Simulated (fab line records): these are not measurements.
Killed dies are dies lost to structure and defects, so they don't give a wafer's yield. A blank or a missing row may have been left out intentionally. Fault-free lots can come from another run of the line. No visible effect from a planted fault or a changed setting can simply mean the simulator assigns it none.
Which of the tools did it? | flow n5Finfet | 24 lots, 72 wafers sampled, at 3 steps of a route of 1938

== WHAT THE GAUGES READ, wafer by wafer ==
N5_BEOL_M0_RS_MEAS_126: uses a four-point probe to measure.
lot  | measured     | on           | M0_RS (ohm/sq)
L074 | day 6 06:42  | filmMetro-02 | 0.562 0.528 0.530
L075 | day 6 12:02  | filmMetro-01 | 0.519 0.510 0.516
L076 | day 6 14:16  | filmMetro-01 | 0.536 0.542 0.537
L077 | day 6 18:44  | filmMetro-01 | 0.564 0.568 0.568
L078 | day 6 20:22  | filmMetro-02 | 0.502 0.502 0.499
L079 | day 7 08:05  | filmMetro-01 | 0.549 0.553 0.526
L080 | day 7 10:40  | filmMetro-02 | 0.519 0.520 0.542
L081 | day 7 20:24  | filmMetro-02 | 0.539 0.537 0.524
L082 | day 7 22:32  | filmMetro-02 | 0.542 0.526 0.541
L083 | day 8 05:16  | filmMetro-02 | 0.533 0.543 0.513
L084 | day 8 10:46  | filmMetro-01 | 0.537 0.558 0.539
L085 | day 8 20:59  | filmMetro-01 | 0.542 0.528 0.517
L086 | day 8 23:30  | filmMetro-02 | 0.565 0.541 0.517
L087 | day 9 05:31  | filmMetro-02 | 0.513 0.508 0.514
L088 | day 9 13:10  | filmMetro-01 | 0.502 0.500 0.508
L090 | day 9 22:53  | filmMetro-02 | 0.526 0.536 0.518
L089 | day 9 23:04  | filmMetro-01 | 0.547 0.526 0.521
L091 | day 10 05:25 | filmMetro-02 | 0.555 0.553 0.547
L092 | day 10 11:14 | filmMetro-01 | 0.564 0.558 0.527
L093 | day 10 16:50 | filmMetro-02 | 0.569 0.561 0.524
L094 | day 11 00:46 | filmMetro-01 | 0.552 0.539 0.532
L095 | day 11 06:01 | filmMetro-02 | 0.525 0.546 0.531
L096 | day 11 08:58 | filmMetro-02 | 0.522 0.498 0.503
L097 | day 11 14:17 | filmMetro-02 | 0.537 0.517 0.525

N5_BEOL_M1_OVL_MEAS_12.
lot  | measured     | on         | M1_OVL (nm)
L074 | day 6 08:38  | overlay-02 | -0.6 0.0 -1.3
L075 | day 6 13:58  | overlay-01 | -0.7 -0.4 -0.9
L076 | day 6 15:25  | overlay-01 | -0.5 0.3 -1.0
L077 | day 6 21:04  | overlay-01 | -1.2 -1.0 -1.2
L078 | day 6 21:57  | overlay-01 | 0.9 0.2 0.4
L079 | day 7 09:12  | overlay-02 | 0.9 -0.1 0.5
L080 | day 7 12:30  | overlay-01 | -0.8 -0.9 -1.1
L081 | day 7 21:53  | overlay-02 | -0.5 -0.5 -0.8
L082 | day 8 00:49  | overlay-01 | -1.0 -0.7 -0.9
L083 | day 8 07:24  | overlay-01 | -0.2 -0.3 0.2
L084 | day 8 11:56  | overlay-01 | 0.0 0.0 -0.4
L085 | day 8 22:21  | overlay-01 | -0.3 -0.4 -0.1
L086 | day 9 02:59  | overlay-02 | -0.4 -0.1 -0.5
L087 | day 9 06:31  | overlay-02 | -0.9 -0.7 -1.2
L088 | day 9 14:23  | overlay-02 | 0.2 0.1 -1.2
L090 | day 10 00:30 | overlay-01 | -0.2 -0.4 -0.3
L089 | day 10 00:40 | overlay-01 | -1.4 -0.1 -0.6
L091 | day 10 06:46 | overlay-01 | -0.6 -0.4 0.4
L092 | day 10 12:45 | overlay-01 | -0.2 0.0 -1.0
L093 | day 10 19:12 | overlay-01 | 1.0 0.3 0.5
L094 | day 11 01:47 | overlay-01 | -0.1 0.0 0.2
L095 | day 11 07:17 | overlay-02 | -0.8 -0.6 -0.3
L096 | day 11 09:49 | overlay-02 | -0.4 0.8 0.5
L097 | day 11 16:23 | overlay-02 | -0.8 -0.7 -0.7

== WHICH TOOL RAN EACH LOT (tool, then ch and the chambers of the sampled wafers, then the start) ==
lot  | N5_BEOL_M0_DEP_125
L074 | pecvd-03 ch 0,1,2, day 6 06:38
L075 | pecvd-04 ch 0,1,2, day 6 11:59
L076 | pecvd-02 ch 0,1, day 6 14:12
L077 | pecvd-03 ch 0,1, day 6 18:40
L078 | pecvd-02 ch 0,1,2, day 6 20:18
L079 | pecvd-02 ch 0,1,2, day 7 08:02
L080 | pecvd-02 ch 0,2, day 7 10:36
L081 | pecvd-04 ch 1,2, day 7 20:20
L082 | pecvd-02 ch 0,1,2, day 7 22:28
L083 | pecvd-04 ch 0,1, day 8 05:11
L084 | pecvd-03 ch 1,2, day 8 10:42
L085 | pecvd-04 ch 0,2, day 8 20:55
L086 | pecvd-03 ch 0,2, day 8 23:26
L087 | pecvd-03 ch 0,1,2, day 9 05:27
L088 | pecvd-03 ch 0,1, day 9 13:06
L090 | pecvd-03 ch 0,1, day 9 22:49
L089 | pecvd-04 ch 0,1, day 9 23:01
L091 | pecvd-02 ch 0,1,2, day 10 05:20
L092 | pecvd-03 ch 1,2, day 10 11:09
L093 | pecvd-02 ch 0,1, day 10 16:46
L094 | pecvd-03 ch 0,2, day 11 00:43
L095 | pecvd-04 ch 1,2, day 11 05:56
L096 | pecvd-04 ch 0,2, day 11 08:53
L097 | pecvd-04 ch 0,1, day 11 14:13
- N5_BEOL_M0_DEP_125: deposits SiCN from 3MS/NH3, target thk 8 nm, time 14 s.

== WHAT THE TOOLS THEMSELVES READ (means of the sampled wafers that have a number; where no wafer has one, the mark that the record gives instead) ==
N5_BEOL_M0_DEP_125.
lot  | tool     | showerheadPlenumPTorr (Torr) | throttleValvePct (%)
L074 | pecvd-03 | 3.688                        | 8.6
L075 | pecvd-04 | 3.671                        | 9.2
L076 | pecvd-02 | 3.647                        | 9.0
L077 | pecvd-03 | 3.678                        | 8.5
L078 | pecvd-02 | 3.653                        | 9.0
L079 | pecvd-02 | 3.649                        | 8.9
L080 | pecvd-02 | 3.655                        | 9.0
L081 | pecvd-04 | 3.674                        | 9.1
L082 | pecvd-02 | 3.647                        | 9.0
L083 | pecvd-04 | 3.682                        | 9.3
L084 | pecvd-03 | 3.680                        | 8.9
L085 | pecvd-04 | 3.670                        | 8.9
L086 | pecvd-03 | 3.690                        | 8.6
L087 | pecvd-03 | 3.686                        | 8.6
L088 | pecvd-03 | 3.677                        | 8.9
L090 | pecvd-03 | 3.680                        | 8.7
L089 | pecvd-04 | 3.680                        | 9.3
L091 | pecvd-02 | 3.652                        | 8.9
L092 | pecvd-03 | 3.681                        | 8.8
L093 | pecvd-02 | 3.645                        | 8.8
L094 | pecvd-03 | 3.687                        | 8.8
L095 | pecvd-04 | 3.681                        | 9.4
L096 | pecvd-04 | 3.665                        | 9.0
L097 | pecvd-04 | 3.672                        | 9.0

== THE ANSWER, worked out from the rows above alone ==
Rule: what is usual is taken from the lots themselves. The widest of any qualifying gaps counts: lots, ordered by their means at a reading, are off when they make up no more than a third of the lots, leave a main group of 4 or more, and stand apart from it by 3 or more times the standard deviation of that group's means. A main group whose means are all the same, to the digits that the tables above print for the reading, isn't used. A lot without any number at a reading at which 4 lots or more have one is off too. All remaining lots with rows at the step are treated as sound. After the gauges, taken in route order, come the tools' own readings; for these a lot's mean is taken, as printed above. At the first step where some lot is off, the reading lying furthest off is the one used; lots without a number count as furthest.
No lot is off on any of the readings shown, so nothing can be concluded from this.

== WHAT THE SIMULATOR HAD PUT IN ==
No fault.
